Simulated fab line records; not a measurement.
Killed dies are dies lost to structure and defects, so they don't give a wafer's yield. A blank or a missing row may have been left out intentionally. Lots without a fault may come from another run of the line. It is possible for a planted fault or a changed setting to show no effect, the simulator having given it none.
Lot-split experiment	flow n5_finfet	7 lots, 21 wafers read, on a route of 1938 steps

== THE SPLIT ==
At N5_BEOL_M2_DESCUM_16 (chemistry O2, time 7 s), the setting time_s was moved away from the recipe's 7 s on 7 of the 21 wafers read, by -20.3% to +22.2%. This setting was run at the recipe's value on the other wafers.

The split's own step is where the reading is taken.

== THE READING ==
CAR-EUV_of_BEOL_M2_COAT_05.thk_nm (the simulator's own value, which no gauge read), in nm, at N5_BEOL_M2_DESCUM_16 (chemistry O2, time 7 s). No usual value for it is given in the file. Across the 14 wafers here that went through the recipe, the average is 26.1 nm and the standard deviation 0.09 nm.

wafer	tool, chamber at the split	time_s as run, s	against the recipe	CAR-EUV_of_BEOL_M2_COAT_05.thk_nm, nm	against lot-mates on the recipe
L076.2	rie_diel-05, 2	5.578	-20.3%	27	+0.9
L076.3	rie_diel-05, 0	7	recipe	26.2	-
L076.4	rie_diel-05, 3	7	recipe	26	-
L081.1	rie_diel-01, 0	8.553	+22.2%	25.2	-1.0
L081.4	rie_diel-01, 2	7	recipe	26.2	-
L081.5	rie_diel-01, 3	8.553	+22.2%	25.4	-0.8
L083.1	rie_diel-05, 0	7	recipe	26	-
L083.2	rie_diel-05, 3	6.234	-10.9%	26.4	+0.3
L083.5	rie_diel-05, 2	7	recipe	26.2	-
L090.4	rie_diel-03, 1	6.139	-12.3%	26.4	+0.4
L090.5	rie_diel-03, 1	7	recipe	26	-
L090.6	rie_diel-03, 2	6.139	-12.3%	26.6	+0.6
L091.1	rie_diel-05, 2,1,1	7	recipe	26.2	-
L091.3	rie_diel-05, 2,1,1	7	recipe	26.2	-
L091.6	rie_diel-05, 2,1,1	7	recipe	26.2	-
L093.1	rie_diel-05, 2,0	7	recipe	26.2	-
L093.6	rie_diel-05, 2,0	7	recipe	26.2	-
L093.3	rie_diel-05, 0	7	recipe	26	-
L095.1	rie_diel-01, 2	7	recipe	26.2	-
L095.5	rie_diel-01, 2	7	recipe	26.2	-
L095.6	rie_diel-01, 3	6.59	-5.9%	26.4	+0.2
If several chambers appear in one row, that row covers several wafers at once and the file leaves open which wafer was in which chamber.

FIT RESULTS
A straight line over all 21 wafers: CAR-EUV_of_BEOL_M2_COAT_05.thk_nm changes by -0.0367 nm for each +1% of time_s; r = -0.96; the points scatter about the line by 0.1 nm.
The same after taking each lot's own level away (the mean of its wafers on the recipe; 21 wafers): -0.0405 nm for each +1%; r = -0.98; scatter 0.084 nm.
The reading moves by 0.9 nm for the largest change in time_s, on that fit.
From 26.00 to 26.20 nm: that is the span of the lots' own levels, equal to 2.2 times the standard deviation above.
Consequently the slope shifts little with the lot-to-lot level, the two slopes agreeing.
Check: for one of the wafers moved furthest among these (+22.2%), held out of the fit, the line's prediction against its lot-mates is -0.854 nm. Against them it came out at -1 nm.

== THE FILE'S OWN FIT ==
CAR-EUV_of_BEOL_M2_COAT_05.thk_nm changes by -0.0404 nm for each +1% of time_s, r = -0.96.
